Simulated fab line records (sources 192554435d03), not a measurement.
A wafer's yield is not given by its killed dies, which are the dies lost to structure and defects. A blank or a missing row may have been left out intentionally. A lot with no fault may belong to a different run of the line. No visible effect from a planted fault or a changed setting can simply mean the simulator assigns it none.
Struck lot and sound lot, side by side | flow n5-finfet | 22 steps out of a route of 1938
Sound: wafers L793.1, L793.3, L793.5. Struck: wafers L807.3, L807.5, L807.6. At the end, the cause is stated.
Each step with rows lists, per side, the tool, then ch with its chambers, then its first start. Under that, the readings that differ: sound wafers | struck wafers | difference of the means | sigmas: that difference in standard deviations of wafers without a fault.
alike: readings with means less than 2 such deviations apart, plus words and numbers identical on both sides. not compared: withheld readings, readings lacking a value on some wafer, bounds such as >300 that could conceal the same value, and numbers that have no deviation in the record and whose values overlap.
A row with sigmas, a row that says differs or no value, or rows on one side alone: a step with any of these is where the two part. Non-overlapping numbers with no deviation appear without sigmas and do not part them. A reading that every wafer of one side lacks parts them only if that side has two wafers or more.

first, 11 steps without rows for these wafers: N5_BEOL_M2_DESCUM_16 (chemistry O2, time 7 s); N5_BEOL_M2_ETCH_74 (etches underlayer in N2/H2, target depth 6.5 nm, time 5.2 s); N5_BEOL_M2_ETCH_63 (etches SiARC in CF4, target depth 15.6 nm, time 26 s); N5_BEOL_M2_ETCH_64 (etches SOC in N2/H2, target depth 75 nm, overetch 22.5 nm, time 121.9 s); N5_BEOL_M2_STRIP_65 (strips in N2/H2); N5_BEOL_M2_STRIP_75 (strips in N2/H2); N5_BEOL_M2_STRIP_66 (strips in CF4); N5_BEOL_M2_HM_OPEN_17 (chemistry Cl2/BCl3, target TiN, target depth 20 nm, overetch 6 nm); N5_BEOL_M2_STRIP_19 (strips in O2); N5_BEOL_M2_COAT_67 (time 60 s, resist thk 60 nm); N5_BEOL_M2_COAT_68 (time 60 s, resist thk 12 nm).
N5_BEOL_M2_COAT_76: time 60 s, resist thk 5 nm.
  sound on litho-track-04 ch 0, day 7 17:38; struck on litho-track-04 ch 0, day 11 04:54
  reading              | sound                | struck               | difference | sigmas
  spin-speed-rpm (rpm) | 1498.7 1499.3 1499.5 | 1565.8 1566.8 1565.9 | +67.0      | +68
then, 7 steps without rows for these wafers: N5_BEOL_M2_COAT_22 (resist thk 30 nm); N5_BEOL_M2_EBR_24; N5_BEOL_M2_SOFTBAKE_23 (time 60 s); N5_BEOL_M2_EXPOSE_25 (exposes mask V1, defocus 5 nm); N5_BEOL_M2_PEB_26 (peb time 60 s); N5_BEOL_M2_DEVELOP_27 (develop time 30 s); N5_BEOL_M2_DESCUM_33 (chemistry O2, time 7 s).
N5_BEOL_M2_ETCH_77: etches underlayer in N2/H2, target depth 6.5 nm, time 5.2 s.
  sound on rie-diel-06 ch 0,2, day 7 18:16; struck on rie-diel-06 ch 0,1, day 11 05:28
  reading                  | sound             | struck          | difference | sigmas
  model.etch.depth-nm (nm) | 4.966 4.964 4.992 | 4.895 4.897 4.9 | -0.077     |
  alike: drypump-motor-current-A, etch-rf-on-time-s, oes-product-au, rf-vpp-V, showerhead-plenum-p-Torr, throttle-valve-pct
  not compared: rf-hours-counter-h
then, 1 step without rows for these wafers: N5_BEOL_M2_ETCH_69 (etches SiARC in CF4, target depth 15.6 nm, time 26 s).
N5_BEOL_M4_RC_MEAS_101:
  sound on prober-01 ch 0, day 8 23:05; struck on prober-02 ch 0, day 12 16:58
  reading   | sound          | struck         | difference | sigmas
  VT_P (mV) | -254 -255 -254 | -246 -249 -245 | +8         | +2
  alike: DIBL_N, DIBL_P, IOFF_N, IOFF_P, ION_N, ION_P, SS_N, SS_P, VT_N

## WHERE THEY PART
First at N5_BEOL_M2_COAT_76; last, within this record, at N5_BEOL_M4_RC_MEAS_101.

WHY: what had been put in by the simulator
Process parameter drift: litho-track-04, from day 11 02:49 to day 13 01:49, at N5_BEOL_M2_COAT_76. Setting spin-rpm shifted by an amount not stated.
